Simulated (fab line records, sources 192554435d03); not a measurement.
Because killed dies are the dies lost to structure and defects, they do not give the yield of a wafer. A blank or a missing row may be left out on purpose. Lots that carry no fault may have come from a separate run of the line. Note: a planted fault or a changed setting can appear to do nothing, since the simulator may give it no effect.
A lot that was struck, set against a sound lot    flow n5 finfet    21 steps out of a route of 1938
Sound: the wafers L107.1, L107.2, L107.3. Wafers struck: L120.1, L120.2, L120.6. At the end, the cause is stated.
Order at every step that has rows: each side's tool, ch and its chambers, its first start. Under that, the readings that differ: sound wafers    struck wafers    difference of the means    sigmas: that difference in standard deviations of wafers without a fault.
alike: same words and numbers on both sides, and readings whose means sit less than 2 such deviations apart. not compared: any withheld reading, any reading some wafer has no value for, any bound like >300 that may hide the same value, and any number with overlapping values for which the record gives no deviation.
Wherever a step has rows on one side only, a row that says differs or no value, or a row with sigmas, the two part there. Numbers that have no deviation but don't overlap get no sigmas and don't part them. A reading that every wafer of one side lacks parts them only if that side has two wafers or more.

first, 6 steps without rows for these wafers: N5_BEOL_M2_COAT_05 (resist thk 30 nm); N5_BEOL_M2_EBR_07; N5_BEOL_M2_SOFTBAKE_06 (time 60 s); N5_BEOL_M2_EXPOSE_08 (exposes mask M2); N5_BEOL_M2_PEB_09 (peb time 60 s); N5_BEOL_M2_DEVELOP_10 (develop time 30 s).
N5_BEOL_M2_CD_MEAS_11: the cd target is 16.79 nm.
  sound on cd sem-01 ch 0, day 8 00:13; struck on cd sem-01 ch 0, day 11 06:05
  alike: cd nm
N5_BEOL_M2_OVL_MEAS_12:
  sound on overlay-01 ch 0, day 8 00:15; struck on overlay-01 ch 0, day 11 06:07
  alike: M2_OVL
N5_BEOL_M2_INSPECT_13: inspects for defects (brightfield).
  sound on defect inspect-01 at day 8 00:19; struck on defect inspect-02 at day 11 06:11
  alike: raw defect count
N5_BEOL_M2_DESCUM_16: chemistry O2, time 7 s.
  sound on rie diel-02 ch 0,1,2, day 8 00:20; struck on rie diel-02 ch 2,3, day 11 06:13
  alike: drypump motor current A, oes product au, rf vpp V, showerhead plenum p Torr, temp c, throttle valve pct
  not compared: rf hours counter h
N5_BEOL_M2_ETCH_74: etches underlayer in N2/H2, target depth 6.5 nm, time 5.2 s.
  sound on rie diel-02 ch 0,1,2, day 8 00:23; struck on rie diel-02 ch 2,3, day 11 06:15
  alike: bias w, chamber pressure mTorr, drypump motor current A, etch rf on time s, oes product au, rf vpp V, showerhead plenum p Torr, throttle valve pct
  not compared: rf hours counter h
N5_BEOL_M2_ETCH_63: etches SiARC in CF4, target depth 15.6 nm, time 26 s.
  sound on rie diel-02 ch 0,1,2, day 8 00:23; struck on rie diel-02 ch 2,3, day 11 06:16
  alike: bias w, cf4 flow sccm, drypump motor current A, etch rf on time s, oes product au, rf vpp V, showerhead plenum p Torr, throttle valve pct
  not compared: rf hours counter h
N5_BEOL_M2_ETCH_64: etches SOC in N2/H2, target depth 75 nm, overetch 22.5 nm, time 121.9 s.
  sound on rie diel-02 ch 0,1,2, day 8 00:25; struck on rie diel-02 ch 2,3, day 11 06:17
  no value came back on the struck wafers for any of 10 readings (bias w (W), chamber pressure mTorr (mTorr) and others); on the sound wafers bias w (W) reads 150.0 150.5 149.7
reading                                          sound      struck    difference  sigmas
model.SiARC_of_BEOL_M2_COAT_62.thk nm (nm)       6 6.6 6.2  12 12 12  +6          
model.underlayer_of_BEOL_M2_COAT_73.thk nm (nm)  0 0 0      5 5 5     +5          
then, 2 steps without rows for these wafers: N5_BEOL_M2_STRIP_65 (strips in N2/H2); N5_BEOL_M2_STRIP_75 (strips in N2/H2).
N5_BEOL_M2_STRIP_66: strips in CF4.
  sound on rie diel-02 ch 0,1,2, day 8 00:33; struck on rie diel-02 ch 2,3, day 11 06:25
  alike: drypump motor current A, oes product au, rf vpp V, showerhead plenum p Torr, throttle valve pct
  not compared: rf hours counter h
N5_BEOL_M2_HM_OPEN_17: chemistry Cl2/BCl3, target TiN, target depth 20 nm, overetch 6 nm.
  sound on rie metal-01 ch 0,1, day 8 00:36; struck on rie metal-01 ch 0,1, day 11 06:28
reading                 sound              struck             difference  sigmas
oes product au (a.u.)   0.67 0.77 0.76     0.31 0.29 0.32     -0.43       -7
throttle valve pct (%)  21.93 21.97 21.98  22.64 22.59 22.66  +0.67       +4
  alike: drypump motor current A, he backside leak sccm
  not compared: rf hours counter h
N5_BEOL_M2_STRIP_19: strips in O2.
  sound on rie diel-02 ch 0,1,3, day 8 00:43; struck on rie diel-02 ch 2,3, day 11 06:35
  alike: drypump motor current A, oes product au, rf vpp V, showerhead plenum p Torr, temp c, throttle valve pct
  not compared: rf hours counter h
N5_BEOL_M2_CD_MEAS_18: pitch 36 nm, target cd 18 nm.
  sound on cd sem-01 at day 8 00:47; struck on cd sem-03 at day 11 06:39
reading     sound           struck  difference                     sigmas
cd nm (nm)  17.8 17.8 18.0  - - -   no value on the struck wafers  
then, 1 step without rows for these wafers: N5_BEOL_M2_COAT_67 (time 60 s, resist thk 60 nm).
N5_BEOL_M4_RC_MEAS_101:
  the record has rows for the sound wafers here (prober-01 ch 0, day 9 12:23) and none for the struck ones

## WHERE THEY PART
Last at N5_BEOL_M4_RC_MEAS_101 as far as this record goes, first at N5_BEOL_M2_ETCH_64.

WHY: the cause the simulator had injected
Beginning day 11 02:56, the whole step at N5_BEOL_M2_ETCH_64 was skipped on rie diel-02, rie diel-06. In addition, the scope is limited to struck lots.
